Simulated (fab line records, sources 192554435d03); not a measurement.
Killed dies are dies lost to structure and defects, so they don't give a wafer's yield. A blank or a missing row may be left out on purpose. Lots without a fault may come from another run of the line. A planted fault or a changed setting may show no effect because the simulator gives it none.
Which tool did it? | flow n5_finfet | 8 lots, 23 wafers sampled, at 5 steps of a route of 1938

WHAT THE GAUGES READ, wafer by wafer
N5_BEOL_M14_INSPECT_12: inspects for defects (macro). Usual: raw_defect_count 2.1, standard deviation 1.3.
lot  | measured     | on                | raw_defect_count | flag
L374 | day 11 12:34 | defect_inspect-02 | 1 1 1            |
L375 | day 11 22:56 | defect_inspect-01 | 1 1 0            |
L388 | day 14 23:38 | defect_inspect-02 | 1 1 3            |
L380 | day 15 00:19 | defect_inspect-01 | 1 2              |
L389 | day 15 15:35 | defect_inspect-01 | 4 1 3            |
L394 | day 16 18:21 | defect_inspect-01 | 3 3 2            |
L395 | day 16 23:54 | defect_inspect-02 | 0 4 0            |
L390 | day 17 17:35 | defect_inspect-01 | 1 1 4            |

N5_BEOL_M14_INSPECT_30: inspects for defects (macro). Usual: raw_defect_count 1.9, standard deviation 1.4.
lot  | measured     | on                | raw_defect_count | flag
L374 | day 11 13:25 | defect_inspect-01 | 2 3 1            |
L375 | day 11 23:55 | defect_inspect-02 | 2 3 3            |
L388 | day 15 00:29 | defect_inspect-01 | 2 3 0            |
L380 | day 15 01:10 | defect_inspect-02 | 0 2              |
L389 | day 15 16:29 | defect_inspect-02 | 2 4 3            |
L394 | day 16 19:11 | defect_inspect-02 | 0 0 1            |
L395 | day 17 00:45 | defect_inspect-02 | 2 1 1            |
L390 | day 17 18:26 | defect_inspect-02 | 2 2 2            |

N5_BEOL_M15_RC_MEAS_101. Usual: COMB_M10 1.4e-11 S/m, standard deviation 3.2e-12; COMB_M11 1.43e-11 S/m, standard deviation 3e-12; COMB_M12 5.8e-12 S/m, standard deviation 1.3e-12; COMB_M13 4.5e-12 S/m, standard deviation 9.1e-13; COMB_M14 3.1e-12 S/m, standard deviation 7.8e-13; COMB_M15 2e-12 S/m, standard deviation 5.1e-13; COMB_M5 3.5e-11 S/m, standard deviation 7e-12; COMB_M6 2.5e-11 S/m, standard deviation 4.8e-12; COMB_M7 2.6e-11 S/m, standard deviation 5.3e-12; COMB_M8 2.5e-11 S/m, standard deviation 5.8e-12; COMB_M9 1.38e-11 S/m, standard deviation 3e-12; SERP_M10 3.10 ohm/um, standard deviation 0.096; SERP_M10_max_site 3.19 ohm/um, standard deviation 0.093; SERP_M11 3.09 ohm/um, standard deviation 0.086; SERP_M12 0.644 ohm/um, standard deviation 0.016; SERP_M13 0.311 ohm/um, standard deviation 0.0075; SERP_M14 0.162 ohm/um, standard deviation 0.0047; SERP_M14_max_site 0.164 ohm/um, standard deviation 0.0047; SERP_M5 39.5 ohm/um, standard deviation 1.9; SERP_M6 14.0 ohm/um, standard deviation 0.55; SERP_M6_max_site 14.7 ohm/um, standard deviation 0.59; SERP_M7 14.0 ohm/um, standard deviation 0.55; SERP_M8 13.9 ohm/um, standard deviation 0.54; SERP_M9 3.07 ohm/um, standard deviation 0.099.
lot  | measured     | on        | COMB_M10 (S/m)          | COMB_M11 (S/m)             | COMB_M12 (S/m)          | COMB_M13 (S/m)          | COMB_M14 (S/m)          | COMB_M15 (S/m)          | COMB_M5 (S/m)           | COMB_M6 (S/m)           | COMB_M7 (S/m)           | COMB_M8 (S/m)           | COMB_M9 (S/m)              | SERP_M10 (ohm/um) | SERP_M10_max_site (ohm/um) | SERP_M11 (ohm/um) | SERP_M12 (ohm/um) | SERP_M13 (ohm/um) | SERP_M14 (ohm/um) | SERP_M14_max_site (ohm/um) | SERP_M5 (ohm/um) | SERP_M6 (ohm/um) | SERP_M6_max_site (ohm/um) | SERP_M7 (ohm/um) | SERP_M8 (ohm/um) | SERP_M9 (ohm/um) | flag
L374 | day 12 04:08 | prober-01 | 1.9e-11 1.5e-11 1.8e-11 | 1.31e-11 1.73e-11 1.79e-11 | 4.4e-12 6.6e-12 4.6e-12 | 6e-12 5.1e-12 4.9e-12   | 1.8e-12 2.9e-12 3.9e-12 | 2e-12 1.7e-12 1.7e-12   | 3.8e-11 3.7e-11 2.8e-11 | 2.7e-11 2.2e-11 2.2e-11 | 3.2e-11 3.4e-11 3e-11   | 1.8e-11 1.7e-11 2.7e-11 | 1.42e-11 9e-12 1.21e-11    | 3.16 3.21 3.07    | 3.33 3.26 3.17             | 2.86 3.00 2.98    | 0.630 0.656 0.678 | 0.314 0.316 0.315 | 0.156 0.162 0.155 | 0.157 0.164 0.158          | 39.9 38.7 39.9   | 15.1 14.2 15.1   | 15.6 14.9 15.9            | 15.3 14.8 15.2   | 14.0 14.6 14.0   | 3.01 3.06 3.07   |
L375 | day 12 11:33 | prober-02 | 1e-11 1e-11 1.3e-11     | 1.37e-11 1.56e-11 1.27e-11 | 4.5e-12 5.3e-12 7.3e-12 | 4.6e-12 5.2e-12 3.3e-12 | 3.4e-12 3.6e-12 2.4e-12 | 2.7e-12 2.2e-12 2.6e-12 | 3.5e-11 3.2e-11 2.9e-11 | 2.2e-11 2.7e-11 2.2e-11 | 1.9e-11 2.5e-11 2.2e-11 | 2.8e-11 2e-11 2.4e-11   | 1.57e-11 1.64e-11 1.79e-11 | 3.08 3.14 3.12    | 3.17 3.17 3.25             | 3.02 2.96 3.12    | 0.646 0.623 0.639 | 0.306 0.308 0.321 | 0.172 0.166 0.167 | 0.174 0.170 0.169          | 40.5 38.9 39.3   | 14.3 14.0 14.0   | 15.0 14.5 14.3            | 14.6 14.1 13.5   | 13.2 13.7 13.2   | 3.08 3.05 2.95   |
L388 | day 15 10:53 | prober-02 | 1.6e-11 1.5e-11 1.5e-11 | 1.42e-11 1.56e-11 1.61e-11 | 6.9e-12 7.5e-12 7.8e-12 | 7.5e-12 5e-12 4.7e-12   | 3.4e-12 4e-12 3.5e-12   | 2.5e-12 2.2e-12 2.6e-12 | 2.9e-11 2.5e-11 3.1e-11 | 2.4e-11 3e-11 1.7e-11   | 2.3e-11 2.9e-11 2.3e-11 | 3.3e-11 2.4e-11 3.4e-11 | 1.41e-11 1.42e-11 1.94e-11 | 3.16 3.03 3.08    | 3.20 3.11 3.12             | 3.05 3.17 3.13    | 0.648 0.671 0.617 | 0.314 0.314 0.313 | 0.161 0.166 0.166 | 0.162 0.167 0.167          | 38.9 37.9 37.2   | 14.3 14.5 14.5   | 14.6 15.6 15.3            | 14.5 13.9 15.1   | 14.3 14.4 15.0   | 2.93 3.16 3.12   |
L380 | day 15 13:23 | prober-01 | 1.6e-11 1.6e-11         | 1.76e-11 1.31e-11          | 5.8e-12 4.2e-12         | 5.6e-12 4.5e-12         | 3.7e-12 3.6e-12         | 1.9e-12 2.4e-12         | 2.4e-11 2.5e-11         | 3.4e-11 2.3e-11         | 2.1e-11 2.1e-11         | 2.3e-11 1.8e-11         | 1.3e-11 1.43e-11           | 3.22 3.09         | 3.29 3.13                  | 2.95 3.02         | 0.678 0.649       | 0.306 0.307       | 0.158 0.146       | 0.160 0.146                | 38.7 38.4        | 13.5 14.9        | 14.2 15.9                 | 14.5 13.1        | 14.2 14.0        | 2.79 3.09        |
L389 | day 16 01:46 | prober-01 | 1.8e-11 1.4e-11 1.8e-11 | 9.1e-12 1.05e-11 9.5e-12   | 7.1e-12 5.8e-12 4.9e-12 | 4.1e-12 4.8e-12 3.8e-12 | 2.2e-12 2.4e-12 2e-12   | 1.8e-12 1.4e-12 1.8e-12 | 4.4e-11 2.9e-11 3.5e-11 | 2.5e-11 1.7e-11 2.8e-11 | 3.6e-11 1.7e-11 2.8e-11 | 3.2e-11 2.1e-11 2.5e-11 | 1.67e-11 1.24e-11 1.22e-11 | 3.33 3.03 3.14    | 3.45 3.08 3.24             | 3.23 3.26 3.13    | 0.618 0.633 0.641 | 0.304 0.296 0.295 | 0.166 0.161 0.166 | 0.167 0.163 0.168          | 40.9 37.6 41.0   | 14.3 13.5 14.2   | 15.1 13.8 14.6            | 13.4 14.2 14.7   | 14.6 14.5 14.2   | 3.12 2.92 2.86   |
L394 | day 17 03:56 | prober-02 | 1.8e-11 1.6e-11 1.8e-11 | 1.33e-11 1.5e-11 1.51e-11  | 5.6e-12 6.5e-12 6.4e-12 | 4.6e-12 4.4e-12 5.2e-12 | 2.9e-12 2.9e-12 2.6e-12 | 1.8e-12 2.6e-12 2.5e-12 | 3.7e-11 5.5e-11 4.6e-11 | 2.1e-11 2e-11 2.4e-11   | 2.9e-11 3.1e-11 2.5e-11 | 2.1e-11 1.8e-11 1.6e-11 | 1.54e-11 1.21e-11 1.61e-11 | 3.21 3.12 3.26    | 3.28 3.14 3.34             | 3.06 3.19 3.03    | 0.631 0.649 0.627 | 0.310 0.296 0.306 | 0.164 0.158 0.161 | 0.166 0.161 0.162          | 41.3 39.5 38.6   | 14.4 13.8 14.8   | 14.9 14.9 15.3            | 13.4 13.0 14.3   | 13.7 13.2 13.6   | 2.84 3.03 2.90   |
L395 | day 17 09:40 | prober-01 | 1.1e-11 1.3e-11 1e-11   | 1.19e-11 1.01e-11 1.09e-11 | 6.4e-12 4.9e-12 7.2e-12 | 3.7e-12 4.7e-12 2.6e-12 | 2.3e-12 2.2e-12 2.2e-12 | 1.8e-12 1.8e-12 1.4e-12 | 2.8e-11 3.6e-11 4.2e-11 | 3.3e-11 2.6e-11 2.8e-11 | 3.4e-11 2.5e-11 3.1e-11 | 3.2e-11 2.3e-11 2.5e-11 | 1.19e-11 1.22e-11 1.34e-11 | 2.96 3.08 3.03    | 3.07 3.21 3.19             | 3.09 3.27 3.18    | 0.661 0.655 0.661 | 0.313 0.313 0.311 | 0.157 0.162 0.155 | 0.158 0.164 0.157          | 39.9 39.6 36.5   | 14.1 14.4 14.5   | 14.6 15.1 15.1            | 13.8 13.9 14.0   | 13.5 13.7 13.3   | 3.11 3.01 2.95   |
L390 | day 18 03:56 | prober-02 | 1.1e-11 1.7e-11 1.8e-11 | 1.4e-11 1.28e-11 1.74e-11  | 6.5e-12 4.8e-12 6.3e-12 | 5e-12 5.3e-12 5.3e-12   | 3.3e-12 3.1e-12 5.9e-12 | 1.5e-12 2.6e-12 1.7e-12 | 2.5e-11 3.5e-11 3.5e-11 | 3.4e-11 2.3e-11 2.4e-11 | 2.1e-11 3e-11 2.2e-11   | 1.8e-11 2.6e-11 1.9e-11 | 1.24e-11 1.19e-11 1.43e-11 | 3.25 3.05 3.23    | 3.31 3.10 3.31             | 3.06 3.11 3.04    | 0.639 0.638 0.628 | 0.303 0.305 0.304 | 0.162 0.165 0.160 | 0.164 0.166 0.163          | 41.0 41.1 39.4   | 14.7 14.0 13.6   | 15.1 15.0 14.2            | 14.2 14.1 13.6   | 12.5 15.0 13.9   | 2.96 3.17 2.93   |

WHICH TOOL RAN EACH LOT (tool, then ch and the chambers of the sampled wafers, then the start)
lot  | N5_BEOL_M14_ETCH_68                | N5_BEOL_M14_PRE_CLEAN_42
L374 | rie_diel-04 ch 1,2, day 11 13:48   | pvd_sputter-03, day 11 18:51
L375 | rie_diel-01 ch 0,2, day 12 00:08   | pvd_sputter-03, day 12 02:55
L388 | rie_diel-02 ch 0,3, day 15 00:47   | pvd_sputter-03, day 15 03:34
L380 | rie_diel-01 ch 1,3, day 15 01:23   | pvd_sputter-03, day 15 06:05
L389 | rie_diel-02 ch 0,2, day 15 16:48   | pvd_sputter-03, day 15 19:56
L394 | rie_diel-02 ch 0,1,3, day 16 19:25 | pvd_sputter-02, day 16 21:26
L395 | rie_diel-04 ch 0,1,2, day 17 00:58 | pvd_sputter-02, day 17 02:55
L390 | rie_diel-02 ch 0,1, day 17 18:39   | pvd_sputter-03, day 17 19:59
- N5_BEOL_M14_ETCH_68: etches SOC in N2/H2, time 450 s.
- N5_BEOL_M14_PRE_CLEAN_42: time 30 s.

WHAT THE TOOLS THEMSELVES READ (means of the sampled wafers that have a number; where no wafer has one, the mark that the record gives instead)
N5_BEOL_M14_ETCH_68. Usual: drypump_motor_current_A 6.0 A, standard deviation 0.46; h2_flow_sccm 200.1 sccm, standard deviation 0.58; n2_flow_sccm 200.0 sccm, standard deviation 0.58; oes_product_au 0.79 a.u., standard deviation 0.094; rf_vpp_V 523.6 V, standard deviation 2; showerhead_plenum_p_Torr 2.53 Torr, standard deviation 0.062; temp_c 40.01 C, standard deviation 0.1; throttle_valve_pct 17.81 %, standard deviation 0.25.
lot  | tool        | drypump_motor_current_A (A) | h2_flow_sccm (sccm) | n2_flow_sccm (sccm) | oes_product_au (a.u.) | rf_vpp_V (V) | showerhead_plenum_p_Torr (Torr) | temp_c (C) | throttle_valve_pct (%) | flag
L374 | rie_diel-04 | 5.7                         | 200.0               | 200.8               | 0.78                  | 525.1        | 2.56                            | 39.97      | 17.85                  |
L375 | rie_diel-01 | 5.7                         | 200.3               | 200.2               | 0.73                  | 521.1        | 2.44                            | 39.97      | 17.96                  |
L388 | rie_diel-02 | 5.5                         | 200.0               | 200.1               | 0.72                  | 523.8        | 2.52                            | 40.14      | 17.67                  |
L380 | rie_diel-01 | 6.5                         | 200.2               | 199.8               | 1.07                  | 523.7        | 2.58                            | 39.98      | 17.80                  |
L389 | rie_diel-02 | 6.3                         | 200.4               | 200.3               | 0.77                  | 525.1        | 2.58                            | 39.97      | 17.87                  |
L394 | rie_diel-02 | 5.8                         | 200.0               | 199.9               | 0.82                  | 523.4        | 2.51                            | 40.05      | 17.60                  |
L395 | rie_diel-04 | 5.6                         | 200.4               | 200.0               | 0.78                  | 523.0        | 2.52                            | 39.98      | 17.70                  |
L390 | rie_diel-02 | 5.9                         | 200.2               | 200.3               | 0.72                  | 523.7        | 2.51                            | 39.94      | 17.82                  |

N5_BEOL_M14_PRE_CLEAN_42. Usual: heater_power_w 447 W, standard deviation 45.
lot  | tool           | heater_power_w (W) | flag
L374 | pvd_sputter-03 | 429                |
L375 | pvd_sputter-03 | 436                |
L388 | pvd_sputter-03 | 455                |
L380 | pvd_sputter-03 | 466                |
L389 | pvd_sputter-03 | 420                |
L394 | pvd_sputter-02 | 423                |
L395 | pvd_sputter-02 | 473                |
L390 | pvd_sputter-03 | 415                |

THE ANSWER, worked out from the rows above alone
Rule: a lot is off if the mean of its wafers that have a number lies more than 3 standard deviations from the usual mean. A lot without any number at a reading at which 4 lots or more have one is off too. The other lots that the step has rows for count as sound. The gauges are gone through in route order, then the tools' own readings, and for those a lot's mean is taken as printed above. The first step at which some lot is off is used, and at that step the reading that is off furthest; a lot without a number counts as furthest.
No lot is off at any reading shown: from this, nothing can be told.

WHAT THE SIMULATOR HAD PUT IN
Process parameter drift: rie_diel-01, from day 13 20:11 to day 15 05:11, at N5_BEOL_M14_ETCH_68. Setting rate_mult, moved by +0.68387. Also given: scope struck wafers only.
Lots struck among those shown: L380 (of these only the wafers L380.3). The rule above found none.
